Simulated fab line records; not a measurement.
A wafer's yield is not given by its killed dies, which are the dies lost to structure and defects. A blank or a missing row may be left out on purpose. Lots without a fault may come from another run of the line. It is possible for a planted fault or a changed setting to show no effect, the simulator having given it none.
fab line records	flow n5-finfet
[record] lots = 10	wafers = 27	last-day = 19
route steps=1938 shown ZERO_LAYER@16 WELL_APT@34 PMOS_HMC_CHANNEL_EPI@68 BEOL_M4@1111 PASSIVATION@1936
lots that met no fault: taken from a fault-free run of the same line
start-h: hours from the record's first day to the start of the lot's first wafer shown	wait-h: hours since the lot's step before	" identical to the entry in the row above	L1.1+2: one row covering several wafers at once	- no value present, or no start provided	* or withheld: withheld	< > ~ a bound
route shown NAME@n: a module of which the file shows steps, and the number in the route of the first	usual: mean and standard deviation over wafers with no fault	same: alike in all rows	chamber/n: place in a boat	sites: readings site by site	_std_site: how widely they spread, as a standard deviation	_edge_site: inner sites' mean taken away from outer sites' mean	radius-mm: how far each site lies from the wafer's centre	mask NAME#n: copy n	behind: the most recent tool/chamber to have shaped the wafer	hold: why the lot was held/for how many hours/how that ended	device: which transistor (n, p or np) failed to switch	end of line: tests of these same wafers at the route's end	for a step that has no rows: nothing shown but its recipe	killed: the dies lost at the first sort to structure and to defects; this is not the yield of the wafer	map: the dies of a wafer, with x for killed, . for not killed, _ for no die there
set.NAME: the setting as run; set.NAME@STEP: as run at that earlier step	model.NAME: the simulator's own value behind a step, which no gauge read
a sample of lots followed through the steps of the route, with each step as a table and each wafer as a row
services: the hour from which a tool's chamber was out of use, counted from the record's first day as start-h (under 0 if before that day), plus the number of hours and why
[[steps]]
[step N5_ZERO_LAYER_ETCH_18]
[recipe] chemistry = HBr/Cl2	target = Si	target-depth-a = 1200	time-s = 40	pressure-mtorr = 10	icp-w = 800	bias-w = 75	HBr_flow_sccm = 150	Cl2_flow_sccm = 80
[usual] drypump-motor-current-A = 5.7/0.5	oes-product-au = 1.003/0.011	throttle-valve-pct = 36.3/0.57
[same] time-s = 40
lot.wafer	tool	chamber	start-h	wait-h	drypump-motor-current-A	oes-product-au	rf-hours-counter-h	throttle-valve-pct
L199.2	rie-si-03	0	12.79	0.0	5.5	0.993	207	36.2
L199.3	"	2	"	"	5.7	1.004	170	36.7
L199.5	"	2	"	"	5.6	0.995	-	36.7
L206.1	rie-si-04	0	54.95	0.0	5.1	1.012	124	36.6
L206.2	"	3	"	"	5.7	1.000	106	37.1
L206.4	"	1	"	"	5.5	1.014	118	36.1
L210.5	rie-si-03	1	78.83	0.1	5.6	0.989	-	35.8
L210.6	"	0	"	"	5.6	1.033	-	35.7
L211.2	rie-si-03	0	84.91	0.0	5.5	1.021	0	35.7
L211.4	"	2	"	"	5.7	0.999	171	36.7
L213.1	rie-si-03	1	96.79	0.0	5.5	0.993	35	35.8
L213.2	"	0	"	"	5.5	1.029	1	35.7
L213.4	"	3	"	"	6.3	0.999	15	37.0
L217.3	rie-si-01	3	120.79	0.0	5.6	0.996	83	37.0
L217.4	"	2	"	"	6.4	1.000	33	35.2
L217.5	"	3	"	"	5.6	0.999	-	37.0
L219.1	rie-si-03	0	132.81	0.0	5.5	1.032	2	35.7
L219.2	"	2	"	"	5.7	0.994	172	36.7
L219.5	"	2	"	"	5.7	0.992	-	36.7
L220.1	rie-si-03	1	138.80	0.1	5.5	0.990	36	35.8
L220.5	"	1	"	"	5.5	0.992	-	35.8
L220.6	"	2	"	"	5.7	0.996	-	36.7
L221.3	rie-si-01	2	145.14	0.0	6.4	1.000	34	35.3
L221.5	"	1	"	"	4.6	1.006	-	36.4
L221.6	"	3	"	"	5.6	0.999	-	37.0
L222.1	rie-si-01	1	150.79	0.0	4.6	1.007	179	36.4
L222.4	"	3	"	"	5.6	0.995	84	37.0
[step N5_WELL_APT_STRIP_16]
[recipe] chemistry = SPM	time-s = 900	temp-c = 130	h2so4-h2o2-vol-ratio = 4	dry = ipa-marangoni
[same] time-s = 900
lot.wafer	tool	chamber	start-h	wait-h
L199.2+3+5	wet-bench-04	1,5,2	14.15	0.1
L206.1+2+4	wet-bench-03	5,3,1	56.54	0.2
L210.5+6	wet-bench-06	0,2	80.26	0.1
L211.2+4	wet-bench-06	6,4	86.27	0.1
L213.1+2+4	wet-bench-06	5,7,1	98.36	0.2
L217.3+4+5	wet-bench-06	4,7,5	122.13	0.1
L219.1+2+5	wet-bench-04	0,7,4	134.15	0.2
L220.1+5+6	wet-bench-03	0,6,1	140.15	0.2
L221.3+5+6	wet-bench-03	7,1,0	147.55	0.1
L222.1+4	wet-bench-04	7,4	152.26	0.2
[step N5_WELL_APT_INSPECT_27]
[recipe] mode = adi	inspect-instrument = macro
[usual] raw-defect-count = 2.0/1.5
lot.wafer	tool	chamber	start-h	wait-h	raw-defect-count
L199.2	defect-inspect-02	-	14.88	0.0	1
L199.3	"	-	"	"	0
L199.5	"	-	"	"	2
L206.1	defect-inspect-01	-	57.27	0.0	2
L206.2	"	-	"	"	0
L206.4	"	-	"	"	0
L210.5	defect-inspect-01	-	80.86	0.0	2
L210.6	"	-	"	"	3
L211.2	defect-inspect-01	-	87.00	0.0	1
L211.4	"	-	"	"	1
L213.1	defect-inspect-01	-	98.96	0.0	249
L213.2	"	-	"	"	241
L213.4	"	-	"	"	260
L217.3	defect-inspect-01	-	122.86	0.0	263
L217.4	"	-	"	"	263
L217.5	"	-	"	"	270
L219.1	defect-inspect-01	-	134.88	0.0	5
L219.2	"	-	"	"	2
L219.5	"	-	"	"	2
L220.1	defect-inspect-02	-	140.87	0.0	1
L220.5	"	-	"	"	2
L220.6	"	-	"	"	1
L221.3	defect-inspect-01	-	148.28	0.0	1
L221.5	"	-	"	"	1
L221.6	"	-	"	"	2
L222.1	defect-inspect-02	-	152.99	0.0	1
L222.4	"	-	"	"	3
[step N5_WELL_APT_EPI_41]
[recipe] material = Si	target-thk-a = 500	temp-c = 650	precursor = SiH4/H2	pressure-torr = 20	time-s = 297.7
[usual] throttle-valve-pct = 11.1/0.55
[same] time-s = 297.7
lot.wafer	tool	chamber	start-h	wait-h	throttle-valve-pct
L199.2	epi-rpcvd-01	0	16.01	0.1	11.5
L199.3	"	0	"	"	12.0
L199.5	"	0	"	"	11.7
L206.1	epi-rpcvd-02	0	58.32	0.0	11.2
L206.2	"	0	"	"	11.0
L206.4	"	0	"	"	10.9
L210.5	epi-rpcvd-03	0	82.43	0.6	10.5
L210.6	"	0	"	"	10.8
L211.2	epi-rpcvd-02	0	88.24	0.2	11.1
L211.4	"	0	"	"	11.2
L213.1	epi-rpcvd-02	0	100.14	0.0	11.1
L213.2	"	0	"	"	10.9
L213.4	"	0	"	"	11.0
L217.3	epi-rpcvd-03	0	124.46	0.3	10.7
L217.4	"	0	"	"	10.6
L217.5	"	0	"	"	10.4
L219.1	epi-rpcvd-03	0	136.31	0.0	10.3
L219.2	"	0	"	"	10.5
L219.5	"	0	"	"	10.4
L220.1	epi-rpcvd-02	0	141.91	0.0	11.1
L220.5	"	0	"	"	10.8
L220.6	"	0	"	"	11.3
L221.3	epi-rpcvd-02	0	149.74	0.2	11.1
L221.5	"	0	"	"	10.9
L221.6	"	0	"	"	11.1
L222.1	epi-rpcvd-02	0	154.73	0.0	11.3
L222.4	"	0	"	"	10.9
[step N5_WELL_APT_INSPECT_38]
[recipe] inspect-instrument = darkfield	mode = post-epi
[usual] raw-defect-count = 14/4.9
lot.wafer	tool	chamber	start-h	wait-h	raw-defect-count
L199.2	defect-inspect-01	-	16.55	0.4	10
L199.3	"	-	"	"	11
L199.5	"	-	"	"	14
L206.1	defect-inspect-02	-	59.15	0.7	6
L206.2	"	-	"	"	14
L206.4	"	-	"	"	11
L210.5	defect-inspect-02	-	82.73	0.2	21
L210.6	"	-	"	"	13
L211.2	defect-inspect-01	-	88.96	0.6	18
L211.4	"	-	"	"	15
L213.1	defect-inspect-01	-	100.98	0.7	262
L213.2	"	-	"	"	263
L213.4	"	-	"	"	276
L217.3	defect-inspect-01	-	125.03	0.4	272
L217.4	"	-	"	"	268
L217.5	"	-	"	"	267
L219.1	defect-inspect-02	-	137.15	0.7	24
L219.2	"	-	"	"	20
L219.5	"	-	"	"	25
L220.1	defect-inspect-01	-	142.54	0.5	19
L220.5	"	-	"	"	7
L220.6	"	-	"	"	6
L221.3	defect-inspect-01	-	150.18	0.3	10
L221.5	"	-	"	"	9
L221.6	"	-	"	"	12
L222.1	defect-inspect-01	-	155.37	0.5	14
L222.4	"	-	"	"	9
[step N5_PMOS_HMC_CHANNEL_EPI_DESCUM_14]
[recipe] chemistry = O2	time-s = 7.9	source-power-w = 50	bias-power-w = 20	pressure-mtorr = 20	rf-frequency-hz = 2.712e+07	temp-c = 40	resist = CAR-ArF-block	o2-flow-sccm = 225
[usual] drypump-motor-current-A = 5.7/0.31	oes-product-au = 0.78/0.071	rf-vpp-V = 243.2/1.5	showerhead-plenum-p-Torr = 2.09/0.066	throttle-valve-pct = 20.4/0.33
[same] time-s = 7.9
lot.wafer	tool	chamber	start-h	wait-h	drypump-motor-current-A	oes-product-au	rf-hours-counter-h	rf-vpp-V	showerhead-plenum-p-Torr	throttle-valve-pct
L199.2	rie-diel-05	0	17.08	0.0	5.8	0.77	138	243.3	2.10	20.4
L199.3	"	1	"	"	5.2	0.76	132	241.9	2.02	20.7
L199.5	"	1	"	"	5.2	0.76	-	241.8	2.02	20.7
L206.1	rie-diel-05	0	59.70	0.0	5.8	0.76	148	243.7	2.09	20.4
L206.2	"	1	"	"	5.2	0.74	137	242.3	2.01	20.7
L206.4	"	0	"	"	5.8	0.76	-	243.6	2.09	20.4
L210.5	rie-diel-06	1	83.15	0.0	6.3	0.75	-	240.1	1.98	20.1
L210.6	"	2	"	"	6.0	0.79	-	241.1	2.05	20.6
L211.2	rie-diel-05	1	89.49	0.0	5.2	0.73	145	243.5	2.01	20.7
L211.4	"	0	"	"	5.8	0.74	-	244.2	2.09	20.5
L213.1	rie-diel-05	1	101.51	0.0	5.2	0.72	149	241.6	2.01	20.7
L213.2	"	0	"	"	5.8	0.75	161	243.4	2.09	20.5
L213.4	"	2	"	"	5.7	0.72	210	243.8	2.10	21.0
L217.3	rie-diel-05	2	125.57	0.0	5.6	0.72	217	242.8	2.10	21.0
L217.4	"	3	"	"	5.7	0.85	70	243.6	2.02	19.9
L217.5	"	1	"	"	5.2	0.73	-	242.2	2.01	20.7
L219.1	rie-diel-05	0	137.76	0.1	5.8	0.75	172	241.6	2.09	20.5
L219.2	"	1	"	"	5.2	0.73	159	240.4	2.01	20.7
L219.5	"	3	"	"	5.8	0.84	-	242.4	2.02	20.0
L220.1	rie-diel-05	1	143.25	0.2	5.2	0.73	161	241.0	2.01	20.7
L220.5	"	1	"	"	5.2	0.72	-	241.6	2.01	20.7
L220.6	"	0	"	"	5.8	0.74	-	243.5	2.08	20.5
L221.3	rie-diel-06	3	150.81	0.1	5.4	0.86	39	243.8	2.19	20.2
L221.5	"	3	"	"	5.4	0.85	-	245.8	2.19	20.2
L221.6	"	2	"	"	6.0	0.77	-	241.3	2.04	20.7
L222.1	rie-diel-06	3	155.77	0.0	5.4	0.85	41	244.4	2.19	20.2
L222.4	"	0	"	"	5.9	0.75	140	244.4	2.16	20.3
[step N5_BEOL_M4_RC_MEAS_101]
[usual] DIBL_N = 36.4/2.2	DIBL_P = 36.3/2.5	IOFF_N = 0.17/0.052	IOFF_P = 0.23/0.049	ION_N = 674/17	ION_P = 464/11	SS_N = 71.7/0.98	SS_P = 73.3/0.84	VT_N = 250/4	VT_P = -249/3.8
lot.wafer	tool	chamber	start-h	wait-h	DIBL_N[mV/V]	DIBL_P[mV/V]	IOFF_N[nA/um]	IOFF_P[nA/um]	ION_N[uA/um]	ION_P[uA/um]	SS_N[mV/dec]	SS_P[mV/dec]	VT_N[mV]	VT_P[mV]
L199.2	prober-02	0	175.89	0.2	36.9	38.2	0.18	0.25	708	483	71.2	73.4	246	-246
L199.3	"	0	"	"	40.0	41.8	0.23	0.32	704	487	72.4	75.1	245	-243
L199.5	"	0	"	"	38.3	40.1	0.19	0.30	682	472	72.0	75.2	246	-245
L206.1	prober-02	0	247.49	0.0	35.6	35.1	0.13	0.18	666	454	71.5	73.4	254	-254
L206.2	"	0	"	"	37.0	36.9	0.18	0.21	692	466	71.9	73.4	247	-249
L206.4	"	0	"	"	36.9	38.0	0.17	0.23	677	465	70.9	74.2	249	-249
L210.5	prober-01	0	276.18	0.6	33.3	34.2	0.11	0.17	671	460	70.8	72.1	256	-255
L210.6	"	0	"	"	38.1	39.3	0.19	0.25	682	470	71.5	73.1	245	-251
L211.2	prober-02	0	276.30	0.2	38.0	39.1	0.22	0.31	705	486	72.5	74.4	246	-243
L211.4	"	0	"	"	34.6	33.3	0.14	0.21	672	465	71.2	72.7	252	-248
L213.1	prober-01	0	277.38	0.0	35.7	34.5	0.13	0.21	649	452	70.9	73.4	254	-249
L213.2	"	0	"	"	34.9	33.4	0.14	0.19	676	469	71.3	72.6	248	-252
L213.4	"	0	"	"	37.0	36.6	0.17	0.26	680	468	71.5	73.4	246	-246
L217.3	prober-02	0	323.89	0.3	38.8	39.7	0.20	0.27	694	471	71.7	74.4	244	-250
L217.4	"	0	"	"	33.4	32.7	0.10	0.15	650	455	70.5	72.4	257	-254
L217.5	"	0	"	"	33.9	33.5	0.11	0.17	648	448	70.8	72.1	254	-252
L219.1	prober-01	0	326.37	0.0	33.2	33.6	0.11	0.17	667	459	70.6	71.8	252	-249
L219.2	"	0	"	"	37.1	37.4	0.18	0.23	695	472	72.1	72.9	244	-244
L219.5	"	0	"	"	35.7	35.1	0.15	0.18	659	451	70.6	72.5	251	-252
L220.1	prober-02	0	331.96	0.0	35.2	34.1	0.15	0.20	683	464	71.3	72.3	249	-251
L220.5	"	0	"	"	35.0	34.6	0.14	0.20	675	466	71.2	72.1	251	-250
L220.6	"	0	"	"	36.6	36.3	0.17	0.23	689	470	72.5	73.7	249	-249
L221.3	prober-01	0	348.84	0.3	35.3	35.1	0.15	0.21	679	470	71.6	73.5	252	-248
L221.5	"	0	"	"	37.2	37.3	0.19	0.24	687	470	71.8	73.9	247	-249
L221.6	"	0	"	"	32.0	30.7	0.11	0.16	676	470	69.8	72.2	255	-253
L222.1	prober-01	0	349.46	0.7	33.5	34.5	0.12	0.19	652	459	71.2	72.9	255	-249
L222.4	"	0	"	"	34.1	34.9	0.14	0.20	674	470	70.4	71.8	248	-249
[step N5_PASSIVATION_PROBE_49]
[usual] defect-limited-yield = 91.2/1.4	killed_at_M0_to_M3 = 34/9.3	killed_at_M4_up = 14/5.9	killed-at-contacts = 14/5.7	killed-at-front-end = 38/10	killed-at-other = 4/3.2	killed-dies = 104/17	killed-on-rim = 14/4	killed-open = 67/13	killed-short = 33/6.9	sort_bin_5_function = 5.2/1	sort_bin_6_memory = 3.3/0.61	sort_bin_8_speed = 0.3/1.8	sort-n-pass = 1069/52	sort-yield-pct = 91/4.4
[same] gross-dies = 1180	killed-at-back-side = 0	sort_bin_4_leakage[%] = 0
lot.wafer	tool	chamber	start-h	wait-h	defect-limited-yield[%]	killed_at_M0_to_M3	killed_at_M4_up	killed-at-contacts	killed-at-front-end	killed-at-other	killed-dies	killed-on-rim	killed-open	killed-short	sort_bin_5_function[%]	sort_bin_6_memory[%]	sort_bin_8_speed[%]	sort-n-pass	sort-yield-pct[%]
L210.5	prober-02	-	385.33	0.2	92.2	26	14	15	30	7	92	16	56	29	4.2	3.1	0	1088	92
L210.6	prober-02	-	385.38	0.3	91.7	36	13	17	29	3	98	12	65	28	4.6	3.6	0	1082	92
L213.1	prober-01	-	392.21	0.0	85.4	40	14	13	105	0	172	27	63	37	8.9	4.3	0.2	1006	85
L213.2	prober-01	-	392.26	0.1	83.7	43	14	12	91	32	192	39	69	25	11.0	3.6	0	988	84
L213.4	prober-01	-	392.36	0.2	81.4	42	11	15	143	8	219	20	77	41	12.8	4.4	0	961	81
L217.3	prober-01	-	431.67	0.1	85.7	40	19	17	90	3	169	31	59	29	9.3	3.8	0	1011	86
L217.4	prober-01	-	431.72	0.2	85.0	36	16	6	84	35	177	44	54	32	10.2	3.4	0	1003	85
L217.5	prober-01	-	431.77	0.2	84.1	32	16	6	106	28	188	40	60	22	10.8	3.9	0	992	84
// killed by level:class
L210.5 MOL_CONTACT_COAG:geometric-particle:open=14 STARTING-WAFER:geometric-particle:open=7 BEOL_M0_SAQP:geometric-particle:open=5 BEOL_M0_SAQP:geometric-particle:short=5 BEOL_M2:geometric-particle:open=5 SDB:area-etch=5 DUMMY_GATE:geometric-particle:open=4 BEOL_M3:geometric-particle:open=4
L210.6 MOL_CONTACT_COAG:geometric-particle:open=12 BEOL_M3:geometric-particle:open=9 BEOL_M0_SAQP:geometric-particle:short=8 BEOL_M2:geometric-particle:open=8 FIN_SAQP:geometric-particle:open=7 GATE_CUT:geometric-particle:open=5 MOL_CONTACT_COAG:geometric-particle:short=5 BEOL_M1:geometric-particle:open=4
L213.1 WELL_APT:unspecified=67 BEOL_M0_SAQP:geometric-particle:short=10 BEOL_M1:geometric-particle:open=10 GATE_CUT:geometric-particle:short=8 MOL_CONTACT_COAG:geometric-particle:open=8 BEOL_M0_SAQP:geometric-particle:open=7 BEOL_M0:geometric-particle:open=7 STI_FIN_REVEAL:geometric-particle:open=6
L213.2 WELL_APT:unspecified=61 PASSIVATION:area-etch=30 STI_FIN_REVEAL:geometric-particle:open=10 MOL_CONTACT_COAG:geometric-particle:open=10 BEOL_M0_SAQP:geometric-particle:short=10 BEOL_M1:geometric-particle:open=9 BEOL_M0_SAQP:geometric-particle:open=8 ILD0:geometric-particle:open=5
L213.4 WELL_APT:unspecified=90 STI_FIN_REVEAL:geometric-particle:open=16 MOL_CONTACT_COAG:geometric-particle:open=13 BEOL_M0_SAQP:geometric-particle:open=13 BEOL_M0_SAQP:geometric-particle:short=8 BEOL_M1:geometric-particle:open=8 PASSIVATION:area-etch=8 GATE_CUT:geometric-particle:short=7
L217.3 WELL_APT:unspecified=65 MOL_CONTACT_COAG:area-etch=15 BEOL_M4:geometric-particle:open=9 BEOL_M2:geometric-particle:open=8 BEOL_M0_SAQP:geometric-particle:short=8 BEOL_M0_SAQP:geometric-particle:open=8 BEOL_M1:geometric-particle:open=8 DUMMY_GATE:geometric-particle:open=5
L217.4 WELL_APT:unspecified=60 PASSIVATION:area-etch=28 BEOL_M1:geometric-particle:open=9 BEOL_M0_SAQP:geometric-particle:short=7 BEOL_M4:geometric-particle:open=7 MOL_CONTACT_COAG:geometric-particle:open=5 BEOL_M0_SAQP:geometric-particle:open=5 FIN_SAQP:geometric-particle:open=4
L217.5 WELL_APT:unspecified=78 PASSIVATION:area-etch=21 STI_FIN_REVEAL:geometric-particle:open=8 BEOL_M4:geometric-particle:open=7 FIN_SAQP:geometric-particle:open=6 BEOL_M0:geometric-particle:open=6 BEOL_M2:geometric-particle:open=6 MOL_CONTACT_COAG:geometric-particle:open=5
[[services]]
tool	chamber	start-h	hours	kind
rie-si-01	-	-9.97	14.6	pm
rie-diel-05	3	-7.60	43.0	repair
epi-rpcvd-03	-	-2.90	1.0	repair
rie-diel-05	-	18.49	14.6	pm
rie-si-03	0	24.91	2.5	repair
rie-si-01	-	26.86	0.3	repair
rie-si-03	0	27.41	-	clean
rie-si-03	0	27.41	-	consumable-replace:esc
rie-diel-05	-	36.84	3.3	repair
rie-diel-05	1	47.74	9.5	repair
rie-diel-06	-	55.42	2.8	pm
rie-diel-05	3	59.32	3.6	repair
rie-si-03	3	65.05	3.2	repair
epi-rpcvd-03	-	69.78	0.5	pm
rie-si-03	-	77.39	0.4	repair
rie-diel-05	2	86.52	6.5	repair
epi-rpcvd-01	-	89.56	27.2	pm
epi-rpcvd-01	-	116.76	6.0	pm
rie-si-01	0	122.45	26.4	repair
rie-si-04	-	125.19	14.6	pm
rie-diel-06	-	132.24	0.2	repair
rie-si-03	3	140.43	4.8	repair
rie-diel-06	-	142.13	0.4	repair
rie-si-04	3	146.87	2.2	repair
[[key]]
[first-sign] step = N5_WELL_APT_INSPECT_27	reading = raw-defect-count	direction = up	sigmas = 99+	usual = 2.0	struck = 257.7
[effect] step = N5_WELL_APT_INSPECT_38	reading = raw-defect-count	direction = up	sigmas = 52	usual = 14	struck = 268
[effect] step = N5_PASSIVATION_PROBE_49	reading = killed-at-front-end	direction = up	sigmas = 6.2	usual = 38	struck = 103
[more-kills-born-at] N5_WELL_APT_STRIP_16@wet-bench-06 = 421
met-at N5_WELL_APT_STRIP_16
struck-lots L213,L217
[baseline-loss] step = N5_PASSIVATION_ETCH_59	wafers = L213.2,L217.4
[baseline-loss] step = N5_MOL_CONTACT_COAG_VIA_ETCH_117	wafers = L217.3
[baseline-loss] step = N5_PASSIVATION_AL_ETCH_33	wafers = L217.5
not-acting-at N5_ZERO_LAYER_ETCH_18,N5_WELL_APT_EPI_41,N5_PMOS_HMC_CHANNEL_EPI_DESCUM_14
onset-between 86.27 98.36
[fault] kind = chamber-particle-source	tool = wet-bench-06	chamber = -	onset-h = 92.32	steps = N5_WELL_APT_STRIP_16	rate-per-visit-cm2 = 0.399	end-h = 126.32
// baseline-loss: these wafers lose ten dies or more at that step, a loss of the line's own and not of a fault; the sort's usual values leave them out
